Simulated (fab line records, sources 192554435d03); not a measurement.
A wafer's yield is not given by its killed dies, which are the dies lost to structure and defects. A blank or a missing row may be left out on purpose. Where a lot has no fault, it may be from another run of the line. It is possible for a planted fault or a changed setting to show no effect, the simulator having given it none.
A lot that was struck, set against a sound lot    flow n5-finfet    18 steps out of a route of 1938
Sound: these wafers, L311.1, L311.5, L311.6. Struck: wafer L320.3; the same lot's L320.6 was not struck, so it is left out; see the end for the cause.
Per side, at each step with rows, come the tool, then ch with its chambers, and then its first start. Under that, the readings that differ: sound wafers    struck wafers    difference of the means    sigmas: that difference in standard deviations of wafers without a fault.
alike: words and numbers the same on both sides, and readings whose means are apart by under 2 such deviations; not compared: readings that were withheld, readings missing a value for some wafer, numbers with overlapping values and no deviation given by the record, and bounds like >300 which may hide the same value.
A row with sigmas, a row that says differs or no value, or rows on one side alone: a step with any of these is where the two part. Numbers that don't overlap but have no deviation are shown without sigmas and don't part them. Lack of a reading on every wafer of one side parts them only where that side has two or more wafers.

first, 2 steps without rows for these wafers: N5_BEOL_M14_ETCH_68 (etches SOC in N2/H2, time 450 s); N5_BEOL_M14_STRIP_69 (strips in N2/H2).
N5_BEOL_M14_TRENCH_ETCH_34: etches SiO2 in C4F8/O2/Ar, target depth 556.65 nm, time 126.9 s.
  sound on rie-diel-06 ch 1,2,3, day 12 20:52; struck on rie-diel-04 ch 0, day 15 21:16
reading                          sound           struck  difference  sigmas
rf-vpp-V (V)                     2250 2259 2230  2176    -70         -2
showerhead-plenum-p-Torr (Torr)  3.62 3.65 3.50  3.33    -0.26       -2
  alike: O2_flow_sccm, drypump-motor-current-A, mfc-ar-sccm, oes_o_777_au, oes-product-au, throttle-valve-pct
  not compared: rf-hours-counter-h
then, 1 step without rows for these wafers: N5_BEOL_M14_STRIP_70 (strips in C4F8/O2/Ar).
N5_BEOL_M14_OCD_MEAS_35:
  struck on ocd-02, day 15 21:25; sound on ocd-02, day 12 21:01
reading               sound        struck  difference  sigmas
trench-depth-nm (nm)  563 571 579  551     -20         -2
then, 1 step without rows for these wafers: N5_BEOL_M14_STRIP_37 (strips in O2).
N5_BEOL_M14_ETCH_38: etches SiCN in CF4/N2, target depth 106.5 nm, time 120.6 s.
  sound on rie-diel-06 ch 0,2,3; struck on rie-diel-03 ch 1
reading                      sound           struck  difference  sigmas
drypump-motor-current-A (A)  5.3 5.4 4.9     6.3     +1.1        +2
oes-product-au (a.u.)        0.86 0.92 0.88  0.74    -0.15       -2
  alike: mfc-ar-sccm, rf-vpp-V, showerhead-plenum-p-Torr, throttle-valve-pct
  not compared: rf-hours-counter-h
then, 2 steps without rows for these wafers: N5_BEOL_M14_PRECLEAN_39 (cleans in residue remover, time 60 s); N5_BEOL_M14_SRD_40 (time 30 s, dry time 30 s).
N5_BEOL_M14_DEGAS_41: time 60 s.
  struck on pvd-sputter-03, day 16 02:03; sound on pvd-sputter-02, day 12 23:31
  alike: heater-power-w
then, 1 step without rows for these wafers: N5_BEOL_M14_PRE_CLEAN_42 (time 30 s).
N5_BEOL_M14_SPUTTER_43: material TaN, target thk 15 nm, time 24.19 s.
  struck on pvd-sputter-03, day 16 02:08; sound on pvd-sputter-02, day 12 23:36
  alike: throttle-valve-pct
N5_BEOL_M14_SPUTTER_44: material Ta, target thk 15 nm, time 24.19 s.
  struck on pvd-sputter-03, day 16 02:13; sound on pvd-sputter-02, day 12 23:41
reading                                      sound           struck  difference  sigmas
model.Ta_of_BEOL_M14_SPUTTER_44.thk-nm (nm)  15.2 15.2 15.2  10.6    -4.6        
  alike: throttle-valve-pct
N5_BEOL_M14_SPUTTER_45: material Cu, target thk 100 nm, time 16.67 s.
  struck on pvd-sputter-03, day 16 02:17; sound on pvd-sputter-02, day 12 23:46
  alike: chuck-sensor-temp-C, throttle-valve-pct
then, 2 steps without rows for these wafers: N5_BEOL_M14_ECD_47 (material Cu, target thk 1248 nm); N5_BEOL_M14_ANNEAL_48 (time 90 s).
N5_BEOL_M14_CMP_49: polishes, stops on SiO2, t overpolish 5.2 s, target thk 560 nm.
  sound on cmp-02 ch 0,1, day 13 00:40; struck on cmp-01 ch 0, day 16 03:00
reading                               sound              struck  difference  sigmas
barrier-field-endpoint-s (s)          11.57 11.72 11.39  9.81    -1.75       -7
clearing-platen-down-force-psi (psi)  2.001 2.001 2.000  1.992   -0.009      -2
edge-zone-pressure-frac               0.988 0.995 0.996  1.006   +0.013      +3
  alike: motor-current-A
N5_BEOL_M14_THK_MEAS_50: measures by xrf.
  struck on film-metro-02, day 16 03:11; sound on film-metro-02, day 13 00:55
  alike: M14_THK

WHERE THEY PART
Earliest at N5_BEOL_M14_TRENCH_ETCH_34; latest, in this record, at N5_BEOL_M14_CMP_49. Later steps at which nothing parts them and some readings are alike: N5_BEOL_M14_THK_MEAS_50.

WHY: what the simulator had put in
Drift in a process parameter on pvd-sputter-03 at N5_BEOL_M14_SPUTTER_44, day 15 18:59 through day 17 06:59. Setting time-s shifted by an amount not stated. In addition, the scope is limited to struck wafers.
